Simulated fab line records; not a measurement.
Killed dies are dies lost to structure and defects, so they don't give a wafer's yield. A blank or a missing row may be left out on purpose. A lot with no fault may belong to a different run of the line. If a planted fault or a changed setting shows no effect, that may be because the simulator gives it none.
Which tool is to blame? | flow nand-harc | 24 lots, 72 wafers sampled, at 1 step of a route of 1159

## WHAT THE GAUGES READ, wafer by wafer
NHARC_P_CONTACT_INSPECT_27. Usual: raw-defect-count 305, standard deviation 120.
lot  | measured     | on                | raw-defect-count | flag
L074 | day 5 17:44  | defect-inspect-01 | 300 322 340      |
L075 | day 6 05:19  | defect-inspect-01 | 233 201 208      |
L076 | day 6 08:41  | defect-inspect-02 | 243 256 366      |
L077 | day 6 13:37  | defect-inspect-01 | 170 267 319      |
L078 | day 6 15:38  | defect-inspect-01 | 162 370 292      |
L080 | day 7 07:25  | defect-inspect-02 | 231 178 200      |
L079 | day 7 07:57  | defect-inspect-01 | 311 342 388      |
L081 | day 7 17:44  | defect-inspect-02 | 273 180 253      |
L082 | day 7 21:19  | defect-inspect-02 | 427 294 293      |
L083 | day 8 01:49  | defect-inspect-01 | 226 198 257      |
L084 | day 8 02:21  | defect-inspect-02 | 172 227 333      |
L087 | day 8 22:36  | defect-inspect-02 | 149 348 256      |
L085 | day 8 23:53  | defect-inspect-02 | 511 386 429      |
L086 | day 9 00:11  | defect-inspect-01 | 335 367 295      |
L089 | day 9 10:20  | defect-inspect-02 | 147 228 321      |
L088 | day 9 15:08  | defect-inspect-02 | 317 502 704      |
L090 | day 10 02:19 | defect-inspect-02 | 533 498 487      |
L092 | day 10 06:28 | defect-inspect-02 | 439 405 412      |
L091 | day 10 07:00 | defect-inspect-01 | 167 255 348      |
L093 | day 10 16:59 | defect-inspect-02 | 237 734 341      |
L094 | day 10 17:31 | defect-inspect-02 | 291 210 242      |
L095 | day 10 20:32 | defect-inspect-02 | 430 408 425      |
L097 | day 11 11:20 | defect-inspect-02 | 242 368 159      |
L096 | day 11 12:32 | defect-inspect-01 | 219 107 152      |

## WHAT TOOL EACH LOT RAN ON (gives the tool, then ch and the chambers of the sampled wafers, and finally the start)
Before these readings, the record contains no process step.

## WHAT THE TOOLS THEMSELVES READ (means of the sampled wafers that have a number; where no wafer has one, the mark that the record gives instead)
The record holds no such reading with a usual standard deviation.

## THE ANSWER, worked out from the rows above alone
Rule: a lot counts as off when the mean over its wafers that have a number is more than 3 standard deviations away from the usual mean. A lot without any number at a reading at which 4 lots or more have one is off too. All remaining lots with rows at the step are treated as sound. After the gauges, taken in route order, come the tools' own readings; for these a lot's mean is taken, as printed above. The first step at which some lot is off is used, and at that step the reading that is off furthest; a lot without a number counts as furthest.
None of the lots is off at any reading shown; this tells nothing.

## WHAT THE SIMULATOR HAD INSERTED
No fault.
